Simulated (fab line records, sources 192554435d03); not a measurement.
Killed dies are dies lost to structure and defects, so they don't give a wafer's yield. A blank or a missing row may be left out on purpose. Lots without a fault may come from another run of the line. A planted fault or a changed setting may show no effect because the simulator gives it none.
Split-lot experiment | flow n5_finfet | 7 lots, 21 wafers read, on a route of 1938 steps

THE SPLIT
At N5_BEOL_M2_ETCH_69 (etches SiARC in CF4, target depth 15.6 nm, time 26 s), the setting bias_w was moved away from the recipe's 36 W on 9 of the 21 wafers read, by -17.9% to +14.9%. The other wafers ran this setting at the recipe's value.

The reading is taken at the split's own step.

THE READING
rf_vpp_V, in V, at N5_BEOL_M2_ETCH_69 (etches SiARC in CF4, target depth 15.6 nm, time 26 s). Fault-free wafers of this fab line usually give 183.9 V, standard deviation 1.3 V.

wafer  | tool, chamber at the split | bias_w as run, W | against the recipe | rf_vpp_V, V | against lot-mates on the recipe
L075.1 | rie_diel-04, 3             | 31.54            | -12.4%             | 169.2       | -15.6
L075.2 | rie_diel-04, 0             | 31.54            | -12.4%             | 171.8       | -13.0
L075.3 | rie_diel-04, 1             | 36               | recipe             | 184.8       | -
L076.1 | rie_diel-04, 3             | 36               | recipe             | 182.5       | -
L076.3 | rie_diel-04, 2             | 36               | recipe             | 183.4       | -
L076.6 | rie_diel-04, 3             | 36               | recipe             | 182.0       | -
L080.1 | rie_diel-01, 0             | 31.29            | -13.1%             | 169.2       | -14.1
L080.2 | rie_diel-01, 1             | 36               | recipe             | 182.7       | -
L080.4 | rie_diel-01, 3             | 36               | recipe             | 183.9       | -
L082.1 | rie_diel-03, 2             | 36               | recipe             | 183.1       | -
L082.3 | rie_diel-03, 3             | 41.38            | +14.9%             | 203.6       | +20.7
L082.5 | rie_diel-03, 2             | 36               | recipe             | 182.7       | -
L088.3 | rie_diel-04, 2             | 36               | recipe             | 183.2       | -
L088.4 | rie_diel-04, 2             | 29.55            | -17.9%             | 161.5       | -21.7
L088.6 | rie_diel-04, 0             | 29.55            | -17.9%             | 162.9       | -20.3
L094.2 | rie_diel-04, 0             | 36               | recipe             | 184.6       | -
L094.4 | rie_diel-04, 2             | 36               | recipe             | 182.7       | -
L094.6 | rie_diel-04, 2             | 36               | recipe             | 181.3       | -
L096.2 | rie_diel-04, 2             | 31.02            | -13.8%             | 166.8       | no lot-mate on the recipe
L096.4 | rie_diel-04, 1             | 31.02            | -13.8%             | 168.5       | no lot-mate on the recipe
L096.6 | rie_diel-04, 3             | 31.02            | -13.8%             | 168.6       | no lot-mate on the recipe

THE FIT
A straight line over all 21 wafers: rf_vpp_V changes by +1.16 V for each +1% of bias_w; r = +0.99; the points scatter about the line by 1.3 V.
The same after taking each lot's own level away (the mean of its wafers on the recipe; 18 wafers): +1.21 V for each +1%; r = +0.99; scatter 1.1 V.
On that fit, the largest move of bias_w shifts the reading by 22 V.
The lots' own levels span 182.63 to 184.80 V, that is 1.7 times the standard deviation above.
So the lot-to-lot level changes the slope little: the two slopes agree.
Check: with one of the wafers moved furthest among these (-17.9%) left out of the fit, the line predicts -21.1 V for it against its lot-mates. It came out at -21.7 V against them.
Tool readings at the split's step, against how far the setting was moved: rf_vpp_V r = +0.99.

OTHER SPLITS ON THESE WAFERS
These wafers also went through other splits before the reading. Each is held against what the fit with the lots' levels taken away leaves over:
other split on the same wafers            | wafers away from the commonest value | r with rf_vpp_V (lot level and that fit taken away)
N5_MOL_CONTACT_COAG_VIA_ETCH_117 bias_w   | 7                                    | -0.14
N5_BEOL_M0_SAQP_EXPOSE_11 dose_mj         | 10                                   | +0.08
N5_BEOL_M0_SAQP_DEVELOP_13 develop_time_s | 10                                   | +0.05
N5_BEOL_M0_CUTY_EXPOSE_54 dose_mj         | 6                                    | -0.08
N5_BEOL_M1_EXPOSE_08 dose_mj              | 5                                    | +0.22
N5_BEOL_M1_ETCH_64 bias_w                 | 7                                    | -0.01

THE FILE'S OWN FIT
rf_vpp_V changes by +1.2 V for each +1% of bias_w, r = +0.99.
